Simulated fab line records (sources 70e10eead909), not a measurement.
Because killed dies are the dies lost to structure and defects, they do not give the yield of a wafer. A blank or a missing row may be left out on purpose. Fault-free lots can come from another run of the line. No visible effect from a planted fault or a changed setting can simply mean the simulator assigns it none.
A struck lot beside a sound one -- flow nand_harc -- 14 steps out of a route of 1302
Sound: the wafers L341.1, L341.2, L341.4. The struck wafers were L353.1, L353.3, L353.4. The cause is given at the end.
For every step that has rows: the tool of each side, followed by ch and its chambers, followed by its first start. Under that, the readings that differ: sound wafers -- struck wafers -- difference of the means -- sigmas: that difference in standard deviations of wafers without a fault.
alike: a reading whose means differ by less than 2 such deviations, as well as words and numbers matching on both sides. not compared: withheld readings; readings where some wafer has no value; bounds like >300 that might hide an equal value; numbers whose values overlap and for which the record gives no deviation.
A row with sigmas, a row that says differs or no value, or rows on one side alone: a step with any of these is where the two part. Numbers that have no deviation but don't overlap get no sigmas and don't part them. A reading that every wafer of one side lacks parts them only if that side has two wafers or more.

first, 1 step without rows for these wafers: NHARC_A_CONTACT_STRIP_27 (strips in post etch residue remover, time 600 s).
NHARC_A_CONTACT_ALD_18: deposits TiN, target thk 3 nm, pulse time 1 s, ald cycles 150.
  sound on ald_metal-04 ch 0,2,3, day 26 04:52; struck on ald_metal-03 ch 0,1,2, day 30 17:11
reading,sound,struck,difference,sigmas
susceptor_temp_C (C),- - -,449.50 449.89 450.31,no value on the sound wafers,
  alike: heater_power_w, precursor_pulse_height_rel
NHARC_A_CONTACT_CVD_19: deposits W, target thk 300 nm, time 802 s.
  sound: cvd_w-01 ch 0,1; struck: cvd_w-02 ch 0,1
reading,sound,struck,difference,sigmas
susceptor_temp_C (C),300.07 299.91 299.73,- - -,no value on the struck wafers,
  alike: heater_power_w, throttle_valve_pct
NHARC_A_CONTACT_CMP_20: polishes, t overpolish 30 s, target thk 300 nm.
  sound on cmp-04 ch 0,1,2, day 26 05:57; struck on cmp-03 ch 1,2,3, day 30 18:16
reading,sound,struck,difference,sigmas
time_to_endpoint_s (s),64.0 64.9 64.8,50.8 56.4 54.0,-10.8,-4
  alike: motor_current_A, overpolish_run_s
after that, 1 step had no rows for these wafers: NHARC_A_CONTACT_SRD_22.
NHARC_A_CONTACT_INSPECT_23:
  struck on defect_inspect-01, day 30 18:40; sound on defect_inspect-01, day 26 06:21
reading,sound,struck,difference,sigmas
raw_defect_count,480 349 329,632 708 839,+340,+2
then, 5 steps without rows for these wafers: NHARC_A_BLC_DEHYDRATE_00 (time 120 s); NHARC_A_BLC_HMDS_01 (time 30 s); NHARC_A_BLC_COAT_02 (time 75 s); NHARC_A_BLC_COAT_03 (time 65 s); NHARC_A_BLC_COAT_04 (resist thk 90 nm).
NHARC_A_BLC_SOFTBAKE_05: time 55 s.
  sound on litho_track-04 ch 0, day 26 06:00; struck on litho_track-06 ch 0, day 30 18:00
reading,sound,struck,difference,sigmas
heater_power_total_W (W),188.44 188.39 188.33,181.83 181.76 181.86,-6.57,-55
resist_line_temp_C (C),23.21 23.16 23.27,22.80 22.95 22.94,-0.32,-3
after that, 1 step had no rows for these wafers: NHARC_A_BLC_EBR_06.
NHARC_END_SORT_01:
  the record has rows for the sound wafers here (prober-01 ch 0, day 28 00:16) and none for the struck ones

WHERE THEY PART
Last at NHARC_END_SORT_01 as far as this record goes, first at NHARC_A_CONTACT_ALD_18.

WHY: the cause the simulator had injected
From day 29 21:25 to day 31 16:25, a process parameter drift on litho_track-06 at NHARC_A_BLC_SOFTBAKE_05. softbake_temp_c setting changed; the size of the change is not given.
